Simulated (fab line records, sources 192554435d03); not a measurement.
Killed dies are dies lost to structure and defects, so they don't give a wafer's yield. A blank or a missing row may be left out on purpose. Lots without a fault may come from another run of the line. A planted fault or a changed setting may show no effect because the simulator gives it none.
A struck lot beside a sound one | flow n5_finfet | 13 steps out of a route of 1938
Sound: wafers L408.1, L408.4, L408.5. Struck: wafers L399.1, L399.2, L399.4. The cause comes at the end.
At each step with rows: each side's tool, then ch and its chambers, then its first start. Under that, the readings that differ: sound wafers | struck wafers | difference of the means | sigmas: that difference in standard deviations of wafers without a fault.
alike: readings whose means differ by less than 2 such deviations, and words and numbers that are the same on both sides. not compared: withheld readings, readings that some wafer has no value for, bounds like >300 that may hide the same value, and numbers for which the record gives no deviation and whose values overlap.
The two part at a step that has a row with sigmas, a row that says differs or no value, or rows on one side only. Numbers that don't overlap but have no deviation are shown without sigmas and don't part them. A reading that every wafer of one side lacks parts them only if that side has two wafers or more.

N5_GATE_CUT_SAC_CAP_01: material SiNx, target thk 24 nm, pulse time 1 s, ald cycles 480.
  sound on ald_sin-03 ch 1,2,3, day 7 16:38; struck on ald_sin-04 ch 0,1,3, day 5 12:12
  alike: heater_power_w, precursor_pulse_height_rel, susceptor_temp_C
N5_GATE_CUT_PECVD_57: deposits SiNx from SiH4/NH3/N2, target thk 21 nm.
  sound on pecvd-03 ch 0,2, day 7 18:50; struck on pecvd-01 ch 1,2, day 5 14:23
  alike: heater_power_w, showerhead_plenum_p_Torr, susceptor_temp_C, throttle_valve_pct
N5_GATE_CUT_CMP_02: polishes, stops on SiO2, t overpolish 12.7 s, target thk 0 nm.
  sound on cmp-01 ch 0,1,2, day 7 18:55; struck on cmp-04 ch 0,1,2, day 5 14:31
  alike: motor_current_A, overpolish_run_s, time_to_endpoint_s
N5_GATE_CUT_HM_DEP_46: deposits SiO2 from TEOS/O2, target thk 130 nm, time 26.6 s.
  sound on pecvd-02 ch 0,1, day 7 19:14; struck on pecvd-02 ch 0,1, day 5 14:49
  alike: heater_power_w, showerhead_plenum_p_Torr, susceptor_temp_C, throttle_valve_pct
then, 7 steps without rows for these wafers: N5_GATE_CUT_COAT_34 (time 60 s, resist thk 60 nm); N5_GATE_CUT_COAT_35 (time 60 s, resist thk 10 nm); N5_GATE_CUT_COAT_27 (time 60 s, resist thk 10 nm); N5_GATE_CUT_COAT_07 (resist thk 30 nm); N5_GATE_CUT_EBR_09; N5_GATE_CUT_SOFTBAKE_08 (time 60 s); N5_GATE_CUT_EXPOSE_10 (exposes mask GATE CUT, target cd 20 nm).
N5_GATE_CUT_PEB_11: peb time 60 s.
  sound on litho_track-04 ch 0, day 7 19:38; struck on litho_track-04, day 5 15:12
  no value came back on the struck wafers for chill_plate_temp_C (C), exhaust_pa (Pa), heater_power_total_W (W); on the sound wafers chill_plate_temp_C (C) reads 23.03 22.87 22.94
then, 1 step without rows for these wafers: N5_GATE_CUT_DEVELOP_12 (develop time 30 s).

WHERE THEY PART
Only at N5_GATE_CUT_PEB_11, within this record.

WHY: what the simulator had put in
Skipped step whole: litho_track-04, from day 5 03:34 on, at N5_GATE_CUT_PEB_11. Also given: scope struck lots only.
